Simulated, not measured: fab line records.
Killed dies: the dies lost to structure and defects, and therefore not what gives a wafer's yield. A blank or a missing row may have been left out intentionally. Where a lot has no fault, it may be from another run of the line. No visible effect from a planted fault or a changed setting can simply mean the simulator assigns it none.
fab line records	flow n5Finfet
[record] lots = 7	wafers = 39
route steps=1938 shown BEOL_M9@1446 BEOL_M10@1470 BEOL_M12@1648
startH: the number of hours between the record's first day and the start of the first shown wafer of the lot	waitH: time in hours since the lot's previous step	" repeats the value in the row above	L1.1+2: a single row standing in for several wafers	- no value, or no start was given	* or withheld: withheld	< > ~ a bound
route shown NAME@n: NAME is a module with steps in the file, n the number in the route of the first one	usual: mean/standard deviation taken from wafers without a fault	same: alike in all rows	chamber/n: place in a boat	sites: each site's reading	_std_site: their standard deviation	_edge_site: inner sites' mean taken away from outer sites' mean	radiusMm: for every site, how far away it sits from the centre of the wafer	mask NAME#n: copy n	behind: the last tool/chamber to shape the wafer	hold: why the lot was held/for how many hours/how that ended	device: the n, p or np transistor that did not switch	end of line: at the end of the route, the tests of the same wafers	a step with no rows: only its recipe	killed: dies that structure and defects cost at the first sort, which is not the same as the wafer's yield	map: a wafer's dies, x killed, . not, _ none there
set.NAME: the run value of the setting; set.NAME@STEP: its run value at that earlier step	model.NAME: the simulator's own value behind a step, which no gauge read
lots run with intentionally changed settings; tables by step, rows by wafer
[[steps]]
[step N5_BEOL_M9_TRENCH_ETCH_37]
[recipe] chemistry = C4F6/O2	targetDepthA = 1514.3	target = SiCOH_lowk	timeS = 49	ionEnergyEv = 250	pressureMtorr = 30	sourceW = 345	biasW = 185	Ar_flow_sccm = 300	C4F6_flow_sccm = 10	O2_flow_sccm = 10
lot.wafer	tool	chamber	startH	waitH	set.timeS	model.etch.depthNm	model.BEOL_M9.featureDepthNm	model.TiN_of_BEOL_M9_HM_DEP_02.thkNm
L075.1	rieDiel-06	0	-	-	49	151.9	152	16
L075.2	"	3	"	"	40.47	122.2	122.2	16.6
L075.3	"	1	"	"	40.47	123.3	123.2	16.6
L075.4	"	1	"	"	40.47	124.9	124.8	16.8
L075.5	"	3	"	"	49	148.5	148.6	16
L075.6	"	0	"	"	49	150.2	150.2	15.8
L081.1	rieDiel-06	0	-	-	28.65	88.18	88.2	17.6
L081.2	"	3	"	"	49	148.2	148.2	16.2
L081.3	"	1	"	"	28.65	87.78	87.8	17.8
L081.4	"	2	"	"	28.65	91.34	91.4	17.6
L081.5	"	2	"	"	49	155.9	155.8	16
L081.6	"	3	"	"	49	146.9	146.8	16.4
L082.1	rieDiel-05	3	-	-	67.15	204.5	204.6	14
L082.2	"	2	"	"	67.15	203	203	14.2
L082.3	"	0	"	"	49	153.6	153.6	15.4
L082.4	"	1	"	"	49	150.7	150.6	15.4
L082.5	"	3	"	"	49	148.2	148.2	15.6
L082.6	"	0	"	"	67.15	210.1	210	13.8
L084.3	rieDiel-05	3	-	-	49	148.2	148.2	15.8
L084.5	"	1	"	"	49	150.7	150.8	15.8
L084.6	"	2	"	"	49	150.5	150.6	15.6
L087.1+6	rieDiel-05	0	-	-	49	151.3	151.4	15.8
L087.2	"	3	"	"	49	147.2	147.2	15.8
L087.3	"	2	"	"	58.79	178.8	178.8	15.2
L087.4	"	1	"	"	58.79	178.6	178.6	15
L087.5	"	1	"	"	58.79	178	178	15
L096.1	rieDiel-06	3	-	-	60.25	178.4	178.4	15
L096.2	"	1	"	"	49	150.3	150.4	15.6
L096.3	"	2	"	"	60.25	190.8	190.8	14.6
L096.4	"	0	"	"	60.25	183.6	183.6	15
L096.5	"	2	"	"	49	153.1	153	15.6
L096.6	"	3	"	"	49	146.5	146.4	15.6
L097.1	rieDiel-06	2	-	-	49	154.9	155	16
L097.2	"	0	"	"	49	151.6	151.6	16.2
L097.3	"	3	"	"	19.69	58.6	58.6	18.8
L097.4	"	1	"	"	19.69	59.87	59.8	18.8
L097.5	"	1	"	"	19.69	59.99	60	18.6
L097.6	"	2	"	"	49	154	154	15.8
[step N5_BEOL_M9_ETCH_41]
[recipe] chemistry = CH3F/O2	target = SiCN	targetDepthA = 366	taperDeg = 2	timeS = 70.1	ionEnergyEv = 120	maskMaterial = TiN	pressureMtorr = 30	sourceW = 395	biasW = 75	Ar_flow_sccm = 150	CH3F_flow_sccm = 30	O2_flow_sccm = 20
[step N5_BEOL_M9_STRIP_80]
[recipe] chemistry = N2/H2	timeS = 10	powerW = 450	tempC = 40	pressureMtorr = 20	rfFrequencyHz = 6e+07	biasPowerW = 7	n2FlowSccm = 200	h2FlowSccm = 200
[step N5_BEOL_M9_OCD_MEAS_38]
[usual] trenchDepthNm = 150.9/2.7
lot.wafer	tool	chamber	startH	waitH	set.timeS@BEOL_M9_TRENCH_ETCH_37	trenchDepthNm
L075.1	ocd-01	-	210.99	-	49	151.8
L075.2	"	-	"	"	40.47	122.5
L075.3	"	-	"	"	40.47	123.5
L075.4	"	-	"	"	40.47	124.9
L075.5	"	-	"	"	49	148.2
L075.6	"	-	"	"	49	150.1
L081.1	ocd-02	-	257.35	-	28.65	87.9
L081.2	"	-	"	"	49	148.3
L081.3	"	-	"	"	28.65	88.2
L081.4	"	-	"	"	28.65	91.8
L081.5	"	-	"	"	49	156.0
L081.6	"	-	"	"	49	147.2
L082.1	ocd-02	-	263.86	-	67.15	204.2
L082.2	"	-	"	"	67.15	202.8
L082.3	"	-	"	"	49	153.9
L082.4	"	-	"	"	49	150.8
L082.5	"	-	"	"	49	149.0
L082.6	"	-	"	"	67.15	210.5
L084.3	ocd-02	-	282.98	-	49	148.2
L084.5	"	-	"	"	49	150.4
L084.6	"	-	"	"	49	150.5
L087.1	ocd-01	-	297.12	-	49	151.5
L087.2	"	-	"	"	49	147.1
L087.3	"	-	"	"	58.79	178.7
L087.4	"	-	"	"	58.79	178.2
L087.5	"	-	"	"	58.79	177.9
L087.6	"	-	"	"	49	151.2
L096.1	ocd-01	-	347.87	-	60.25	178.5
L096.2	"	-	"	"	49	150.9
L096.3	"	-	"	"	60.25	191.4
L096.4	"	-	"	"	60.25	184.1
L096.5	"	-	"	"	49	152.9
L096.6	"	-	"	"	49	146.9
L097.1	ocd-01	-	349.97	-	49	155.0
L097.2	"	-	"	"	49	152.2
L097.3	"	-	"	"	19.69	-
L097.4	"	-	"	"	19.69	59.8
L097.5	"	-	"	"	19.69	-
L097.6	"	-	"	"	49	-
[step N5_BEOL_M9_HM_STRIP_39]
[recipe] chemistry = peroxideTinStrip	material = TiN	targetDepthA = 250	tempC = 50	timeS = 158
[step N5_BEOL_M9_SRD_40]
[recipe] timeS = 30	tempC = 23	rinseLiquid = diw	dry = ipaMarangoni
[step N5_BEOL_M9_ECD_50]
[recipe] material = Cu	targetThkA = 3180
[step N5_BEOL_M9_ANNEAL_51]
[recipe] tempC = 225	timeS = 90	ambient = N2
[step N5_BEOL_M9_CMP_52]
[recipe] stopOn = SiCOH_lowk	tOverpolishS = 7	downForcePsi = 1	platenRpm = 50	clearingPlatenDownForcePsi = 1.5	clearingPlatenRpm = 50	postCmpClean = cuAlkaline	targetThkNm = 140	clearingPlatenPadVelocityMS = 0.99484	padVelocityMS = 0.99484
lot.wafer	tool	chamber	startH	waitH	set.timeS@BEOL_M9_TRENCH_ETCH_37	model.Cu_of_BEOL_M9_ECD_50.thkNm
L075.1	cmp-02	0	213.65	0.3	49	138.2
L075.3	"	1	"	"	40.47	112.8
L075.4	"	2	"	"	40.47	114
L075.2	"	3	"	"	40.47	109.8
L075.6	"	0	"	"	49	137.4
L075.5	"	1	"	"	49	137.2
L081.2+6	cmp-03	0	259.25	0.2	49	136.6
L081.4	"	1	"	"	28.65	78.2
L081.3	"	2	"	"	28.65	76.4
L081.1	"	3	"	"	28.65	78.4
L081.5	"	1	"	"	49	143.4
L082.4	cmp-03	3	268.46	0.1	49	139.4
L082.1	"	0	"	"	67.15	194
L082.3	"	1	"	"	49	141.8
L082.2	"	2	"	"	67.15	192.6
L082.6	"	3	"	"	67.15	199.2
L082.5	"	0	"	"	49	136.2
L084.3	cmp-04	3	286.11	0.2	49	136
L084.5	"	2	"	"	49	137.2
L084.6	"	3	"	"	49	138.8
L087.2	cmp-02	3	300.70	0.7	49	135.4
L087.3	"	0	"	"	58.79	165.2
L087.1	"	1	"	"	49	141
L087.4	"	2	"	"	58.79	167.2
L087.6	"	3	"	"	49	141.6
L087.5	"	0	"	"	58.79	166
L096.2	cmp-02	2	350.97	0.2	49	140
L096.1	"	3	"	"	60.25	168.4
L096.4	"	0	"	"	60.25	172
L096.3	"	1	"	"	60.25	181.2
L096.5	"	2	"	"	49	141.6
L096.6	"	3	"	"	49	134.8
L097.2	cmp-03	0	353.37	0.2	49	141.2
L097.3	"	1	"	"	19.69	45.4
L097.1	"	2	"	"	49	144.2
L097.4	"	3	"	"	19.69	48.6
L097.5	"	0	"	"	19.69	48.8
L097.6	"	1	"	"	49	140.8
[step N5_BEOL_M9_THK_MEAS_53]
[recipe] thkMeasGauge = xrf	reads = Cu_of_BEOL_M9_ECD_50
[usual] M9_THK = 142.2/2.9
lot.wafer	tool	chamber	startH	waitH	set.timeS@BEOL_M9_TRENCH_ETCH_37	M9_THK[nm]
L075.1	filmMetro-02	-	213.94	-	49	142.0
L075.2	"	-	"	"	40.47	113.2
L075.3	"	-	"	"	40.47	116.3
L075.4	"	-	"	"	40.47	117.9
L075.5	"	-	"	"	49	141.4
L075.6	"	-	"	"	49	141.5
L081.1	filmMetro-02	-	259.54	-	28.65	80.3
L081.2	"	-	"	"	49	140.8
L081.3	"	-	"	"	28.65	78.0
L081.4	"	-	"	"	28.65	79.7
L081.5	"	-	"	"	49	146.4
L081.6	"	-	"	"	49	140.3
L082.1	filmMetro-01	-	268.76	-	67.15	197.8
L082.2	"	-	"	"	67.15	196.1
L082.3	"	-	"	"	49	144.5
L082.4	"	-	"	"	49	141.5
L082.5	"	-	"	"	49	138.5
L082.6	"	-	"	"	67.15	202.8
L084.3	filmMetro-02	-	286.37	-	49	139.4
L084.5	"	-	"	"	49	141.4
L084.6	"	-	"	"	49	142.3
L087.1	filmMetro-02	-	300.99	-	49	145.4
L087.2	"	-	"	"	49	139.5
L087.3	"	-	"	"	58.79	170.4
L087.4	"	-	"	"	58.79	173.2
L087.5	"	-	"	"	58.79	171.1
L087.6	"	-	"	"	49	146.0
L096.1	filmMetro-02	-	351.27	-	60.25	171.2
L096.2	"	-	"	"	49	142.1
L096.3	"	-	"	"	60.25	183.8
L096.4	"	-	"	"	60.25	174.2
L096.5	"	-	"	"	49	143.4
L096.6	"	-	"	"	49	136.7
L097.1	filmMetro-02	-	353.66	-	49	147.0
L097.2	"	-	"	"	49	143.6
L097.3	"	-	"	"	19.69	-
L097.4	"	-	"	"	19.69	49.7
L097.5	"	-	"	"	19.69	-
L097.6	"	-	"	"	49	-
[step N5_BEOL_M9_PRE_CLEAN_55]
[recipe] gas = NH3	timeS = 15	tempC = withheld	rfPowerW = 300
[step N5_BEOL_M9_DEP_56]
[recipe] material = SiCN	targetThkA = 150	tempC = withheld	precursor = 3MS/NH3	pressureTorr = 3	rfW = 202	timeS = 26.5
[step N5_BEOL_M9_RS_MEAS_57]
[recipe] thkMeasGauge = four-point-probe	reads = Cu_of_BEOL_M9_ECD_50+Co_of_BEOL_M9_CVD_78+TaN_of_BEOL_M9_ALD_74
[usual] M9_RS = 0.152/0.0035
lot.wafer	tool	chamber	startH	waitH	set.timeS@BEOL_M9_TRENCH_ETCH_37	M9_RS[ohm/sq]
L075.1	filmMetro-02	-	214.08	0.1	49	0.153
L075.2	"	-	"	"	40.47	0.198
L075.3	"	-	"	"	40.47	0.192
L075.4	"	-	"	"	40.47	0.189
L075.5	"	-	"	"	49	0.154
L075.6	"	-	"	"	49	0.154
L081.1	filmMetro-01	-	259.68	0.1	28.65	0.293
L081.2	"	-	"	"	49	0.155
L081.3	"	-	"	"	28.65	0.301
L081.4	"	-	"	"	28.65	0.293
L081.5	"	-	"	"	49	0.147
L081.6	"	-	"	"	49	0.155
L082.1	filmMetro-01	-	268.90	0.1	67.15	0.106
L082.2	"	-	"	"	67.15	0.107
L082.3	"	-	"	"	49	0.149
L082.4	"	-	"	"	49	0.152
L082.5	"	-	"	"	49	0.156
L082.6	"	-	"	"	67.15	0.103
L084.3	filmMetro-01	-	286.50	0.1	49	0.156
L084.5	"	-	"	"	49	0.155
L084.6	"	-	"	"	49	0.153
L087.1	filmMetro-01	-	301.13	0.1	49	0.150
L087.2	"	-	"	"	49	0.157
L087.3	"	-	"	"	58.79	0.126
L087.4	"	-	"	"	58.79	0.124
L087.5	"	-	"	"	58.79	0.125
L087.6	"	-	"	"	49	0.149
L096.1	filmMetro-02	-	351.41	0.1	60.25	0.124
L096.2	"	-	"	"	49	0.151
L096.3	"	-	"	"	60.25	0.114
L096.4	"	-	"	"	60.25	0.121
L096.5	"	-	"	"	49	0.149
L096.6	"	-	"	"	49	0.157
L097.1	filmMetro-02	-	353.80	0.1	49	0.146
L097.2	"	-	"	"	49	0.149
L097.3	"	-	"	"	19.69	-
L097.4	"	-	"	"	19.69	0.521
L097.5	"	-	"	"	19.69	-
L097.6	"	-	"	"	49	-
[step N5_BEOL_M10_ILD_DEP_00]
[recipe] material = SiCOH_lowk	targetThkA = 3085.1	tempC = 300	precursor = DEMS/porogen	pressureTorr = 5	rfW = 500	timeS = 58
lot.wafer	tool	chamber	startH	waitH	set.timeS	model.SiCOH_lowk_of_BEOL_M10_ILD_DEP_00.thkNm
L075.1	pecvd-01	1	214.14	0.0	58	313
L075.2	"	0	"	"	58	305.6
L075.3	"	1	"	"	58	311.2
L075.4	"	0	"	"	67.47	361
L075.5	"	1	"	"	67.47	362
L075.6	"	0	"	"	67.47	361.6
L081.1	pecvd-01	2	259.74	0.0	92.02	483.2
L081.2	"	0	"	"	58	306.4
L081.3	"	1	"	"	58	306.6
L081.4	"	2	"	"	92.02	489
L081.5	"	1	"	"	92.02	490
L081.6	"	0	"	"	58	310.4
L082.1	pecvd-01	2	268.96	0.0	29.38	157.6
L082.2	"	1	"	"	58	302.4
L082.3	"	0	"	"	58	303.2
L082.4	"	0	"	"	29.38	156.4
L082.5	"	2	"	"	29.38	161.6
L082.6	"	1	"	"	58	309.8
L084.3	pecvd-01	0	286.56	0.0	58	300.2
L084.5	"	0	"	"	58	311.4
L084.6	"	1	"	"	58	309.6
L087.1	pecvd-02	1	301.19	0.0	34.89	184.8
L087.2	"	0	"	"	58	303.2
L087.3	"	2	"	"	58	304
L087.4	"	1	"	"	58	310.4
L087.5	"	0	"	"	34.89	189.6
L087.6	"	2	"	"	34.89	186.8
L096.1	pecvd-02	2	351.47	0.0	58	306
L096.2	"	1	"	"	86.17	449.4
L096.3	"	0	"	"	86.17	452.8
L096.4	"	1	"	"	86.17	460.2
L096.5	"	0	"	"	58	313.6
L096.6	"	2	"	"	58	314
L097.1+5	pecvd-01	2,0	353.86	0.0	29.66	162.6
L097.2	"	1	"	"	58	307
L097.3	"	0	"	"	29.66	159.2
L097.4	"	1	"	"	58	313
L097.6	"	2	"	"	58	315.2
[step N5_BEOL_M10_CURE_71]
[recipe] tempC = 385	timeS = 240	ambient = He/Ar	material = SiCOH_lowk
lot.wafer	tool	chamber	startH	waitH	set.timeS@BEOL_M10_ILD_DEP_00	model.SiCOH_lowk_of_BEOL_M10_ILD_DEP_00.thkNm
L075.1	uvCure-02	0	214.25	0.1	58	271.8
L075.2	"	0	"	"	58	265.4
L075.3	"	0	"	"	58	270.2
L075.4	"	0	"	"	67.47	314.6
L075.5	"	0	"	"	67.47	315.4
L075.6	"	0	"	"	67.47	315
L081.1	uvCure-01	2	259.82	0.0	92.02	423.8
L081.2+3	"	2	"	"	58	266.2
L081.4	"	2	"	"	92.02	429.2
L081.5	"	2	"	"	92.02	429.8
L081.6	"	2	"	"	58	269.6
L082.1	uvCure-02	0	269.04	0.0	29.38	135.6
L082.2	"	0	"	"	58	262.6
L082.3	"	0	"	"	58	263.2
L082.4	"	0	"	"	29.38	134.6
L082.5	"	0	"	"	29.38	139.2
L082.6	"	0	"	"	58	269.2
L084.3	uvCure-03	2	286.80	0.2	58	260.6
L084.5	"	2	"	"	58	270.6
L084.6	"	2	"	"	58	269
L087.1	uvCure-03	2	301.27	0.0	34.89	159.4
L087.2	"	2	"	"	58	263.4
L087.3	"	2	"	"	58	264
L087.4	"	2	"	"	58	269.6
L087.5	"	2	"	"	34.89	163.6
L087.6	"	2	"	"	34.89	161.2
L096.1	uvCure-03	2	351.55	0.0	58	265.8
L096.2	"	2	"	"	86.17	393.4
L096.3	"	2	"	"	86.17	396.6
L096.4	"	2	"	"	86.17	403.2
L096.5	"	2	"	"	58	272.6
L096.6	"	2	"	"	58	272.8
L097.1+5	uvCure-01	0	354.05	0.2	29.66	140
L097.2	"	0	"	"	58	266.6
L097.3	"	0	"	"	29.66	137.2
L097.4	"	0	"	"	58	272
L097.6	"	0	"	"	58	274
[step N5_BEOL_M10_THK_MEAS_01]
[recipe] reads = SiCOH_lowk_of_BEOL_M10_ILD_DEP_00
[usual] M10_ILD_THK = 267/3.2
lot.wafer	tool	chamber	startH	waitH	set.timeS@BEOL_M10_ILD_DEP_00	M10_ILD_THK[nm]
L075.1	filmMetro-02	-	214.76	0.4	58	272
L075.2	"	-	"	"	58	266
L075.3	"	-	"	"	58	270
L075.4	"	-	"	"	67.47	315
L075.5	"	-	"	"	67.47	316
L075.6	"	-	"	"	67.47	315
L081.1	filmMetro-01	-	260.33	0.4	92.02	424
L081.2	"	-	"	"	58	266
L081.3	"	-	"	"	58	266
L081.4	"	-	"	"	92.02	429
L081.5	"	-	"	"	92.02	430
L081.6	"	-	"	"	58	270
L082.1	filmMetro-01	-	269.55	0.4	29.38	136
L082.2	"	-	"	"	58	263
L082.3	"	-	"	"	58	263
L082.4	"	-	"	"	29.38	135
L082.5	"	-	"	"	29.38	139
L082.6	"	-	"	"	58	269
L084.3	filmMetro-01	-	287.16	0.3	58	261
L084.5	"	-	"	"	58	270
L084.6	"	-	"	"	58	269
L087.1	filmMetro-02	-	302.26	0.8	34.89	159
L087.2	"	-	"	"	58	263
L087.3	"	-	"	"	58	264
L087.4	"	-	"	"	58	270
L087.5	"	-	"	"	34.89	163
L087.6	"	-	"	"	34.89	161
L096.1	filmMetro-02	-	352.06	0.4	58	266
L096.2	"	-	"	"	86.17	393
L096.3	"	-	"	"	86.17	396
L096.4	"	-	"	"	86.17	403
L096.5	"	-	"	"	58	273
L096.6	"	-	"	"	58	273
L097.1	filmMetro-01	-	354.57	0.4	29.66	140
L097.2	"	-	"	"	58	267
L097.3	"	-	"	"	29.66	137
L097.4	"	-	"	"	58	272
L097.5	"	-	"	"	29.66	140
L097.6	"	-	"	"	58	274
[step N5_BEOL_M12_SPUTTER_43]
[recipe] material = TaN	targetThkA = 150	tempC = 50	biasV = 168.6	powerW = 15000	chamberPressurePa = 0.12	timeS = 24.19
lot.wafer	tool	chamber	startH	waitH	set.timeS	model.TaN_of_BEOL_M12_SPUTTER_43.thkNm
L075.1+4	pvdSputter-03	-	230.27	0.0	10.05	6.4
L075.2	"	-	"	"	10.05	6.6
L075.3	"	-	"	"	24.19	15.6
L075.5+6	"	-	"	"	24.19	15.2
L081.1	pvdSputter-03	-	280.63	0.0	24.19	15.2
L081.2+6	"	-	"	"	35.59	22
L081.3+5	"	-	"	"	24.19	14.8
L081.4	"	-	"	"	35.59	21.8
L082.1+5	pvdSputter-02	-	288.40	0.0	30.37	19
L082.2	"	-	"	"	30.37	18.8
L082.3	"	-	"	"	24.19	15.2
L082.4	"	-	"	"	24.19	15
L082.6	"	-	"	"	24.19	14.8
L084.3+5+6	pvdSputter-01	-	308.81	0.0	24.19	15
L087.1	pvdSputter-02	-	318.79	0.0	24.19	14.8
L087.2	"	-	"	"	24.19	14.6
L087.3+5	"	-	"	"	12.8	7.8
L087.4	"	-	"	"	24.19	15
L087.6	"	-	"	"	12.8	8
L096.1+3	pvdSputter-01	-	373.89	0.0	24.19	15
L096.2+4+5+6	"	-	"	"	24.19	15.2
L097.1+2	pvdSputter-03	-	382.79	0.0	31.11	19.2
L097.3+5	"	-	"	"	24.19	15.2
L097.4	"	-	"	"	31.11	19.4
L097.6	"	-	"	"	24.19	14.8
[step N5_BEOL_M12_SPUTTER_44]
[recipe] material = Ta	targetThkA = 100	tempC = 50	biasV = 80	powerW = 15000	chamberPressurePa = 0.07	timeS = 16.13
[step N5_BEOL_M12_SPUTTER_45]
[recipe] material = Cu	targetThkA = 800	tempC = -20	biasV = 60	powerW = 26000	chamberPressurePa = 0.13	timeS = 13.33
[step N5_BEOL_M12_ECD_47]
[recipe] material = Cu	targetThkA = 7200
[step N5_BEOL_M12_ANNEAL_48]
[recipe] tempC = 225	timeS = 90	ambient = N2
[step N5_BEOL_M12_CMP_49]
[recipe] stopOn = SiOC	tOverpolishS = 20.6	downForcePsi = 1	platenRpm = 50	clearingPlatenDownForcePsi = 1.5	clearingPlatenRpm = 50	postCmpClean = cuAlkaline	targetThkNm = 320	clearingPlatenPadVelocityMS = 0.99484	padVelocityMS = 0.99484
[usual] barrierFieldEndpointS = 30.1/0.69
lot.wafer	tool	chamber	startH	waitH	set.timeS@BEOL_M12_SPUTTER_43	barrierFieldEndpointS
L075.2	cmp-01	3	231.22	0.2	10.05	19.9
L075.1	"	0	"	"	10.05	19.6
L075.4	"	1	"	"	10.05	19.2
L075.3	"	2	"	"	24.19	32.4
L075.5	"	3	"	"	24.19	29.9
L075.6	"	0	"	"	24.19	29.7
L081.4	cmp-02	2	281.35	0.1	35.59	38.0
L081.3	"	3	"	"	24.19	29.3
L081.1	"	0	"	"	24.19	29.6
L081.2	"	1	"	"	35.59	39.2
L081.5	"	2	"	"	24.19	29.5
L081.6	"	3	"	"	35.59	38.1
L082.1	cmp-02	3	289.12	0.3	30.37	34.6
L082.3	"	0	"	"	24.19	29.3
L082.4	"	1	"	"	24.19	30.5
L082.2	"	2	"	"	30.37	35.0
L082.5	"	3	"	"	30.37	35.1
L082.6	"	0	"	"	24.19	29.8
L084.3	cmp-04	0	310.17	0.3	24.19	31.1
L084.6	"	3	"	"	24.19	29.5
L084.5	"	0	"	"	24.19	30.8
L087.1	cmp-01	3	319.51	0.3	24.19	30.1
L087.4	"	0	"	"	24.19	30.0
L087.2	"	1	"	"	24.19	29.8
L087.3	"	2	"	"	12.8	22.6
L087.6	"	3	"	"	12.8	21.5
L087.5	"	0	"	"	12.8	21.8
L096.3	cmp-02	3	375.19	0.2	24.19	30.2
L096.4	"	0	"	"	24.19	28.7
L096.2	"	1	"	"	24.19	30.4
L096.1	"	2	"	"	24.19	30.7
L096.6	"	3	"	"	24.19	30.0
L096.5	"	0	"	"	24.19	29.6
L097.3	cmp-04	2	383.61	0.2	24.19	29.3
L097.1	"	3	"	"	31.11	34.7
L097.2	"	0	"	"	31.11	35.4
L097.4	"	1	"	"	31.11	36.5
L097.6	"	2	"	"	24.19	28.9
L097.5	"	3	"	"	24.19	30.0
[[key]]
[split] step = N5_BEOL_M9_TRENCH_ETCH_37	setting = timeS	stated = 49	by = wafer
[response] step = N5_BEOL_M9_TRENCH_ETCH_37	reading = model.etch.depthNm	change = +1.52	per = 1%	r = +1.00
[response] step = N5_BEOL_M9_TRENCH_ETCH_37	reading = model.BEOL_M9.featureDepthNm	change = +1.52	per = 1%	r = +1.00
[response] step = N5_BEOL_M9_TRENCH_ETCH_37	reading = model.TiN_of_BEOL_M9_HM_DEP_02.thkNm	change = -0.0409	per = 1%	r = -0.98
[response] step = N5_BEOL_M9_OCD_MEAS_38	reading = trenchDepthNm	change = +1.5	per = 1%	r = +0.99
[response] step = N5_BEOL_M9_CMP_52	reading = model.Cu_of_BEOL_M9_ECD_50.thkNm	change = +1.53	per = 1%	r = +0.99
[response] step = N5_BEOL_M9_THK_MEAS_53	reading = M9_THK	change = +1.54	per = 1%	r = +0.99
[response] step = N5_BEOL_M9_RS_MEAS_57	reading = M9_RS	shape = bent	atLowest = 0.521	atStated = 0.152	atHighest = 0.105
[split] step = N5_BEOL_M10_ILD_DEP_00	setting = timeS	stated = 58	by = wafer
[response] step = N5_BEOL_M10_ILD_DEP_00	reading = model.SiCOH_lowk_of_BEOL_M10_ILD_DEP_00.thkNm	change = +3.02	per = 1%	r = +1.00
[response] step = N5_BEOL_M10_CURE_71	reading = model.SiCOH_lowk_of_BEOL_M10_ILD_DEP_00.thkNm	change = +2.67	per = 1%	r = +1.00
[response] step = N5_BEOL_M10_THK_MEAS_01	reading = M10_ILD_THK	change = +2.67	per = 1%	r = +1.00
[split] step = N5_BEOL_M12_SPUTTER_43	setting = timeS	stated = 24.19	by = wafer
[response] step = N5_BEOL_M12_SPUTTER_43	reading = model.TaN_of_BEOL_M12_SPUTTER_43.thkNm	change = +0.15	per = 1%	r = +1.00
[response] step = N5_BEOL_M12_CMP_49	reading = barrierFieldEndpointS	change = +0.188	per = 1%	r = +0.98
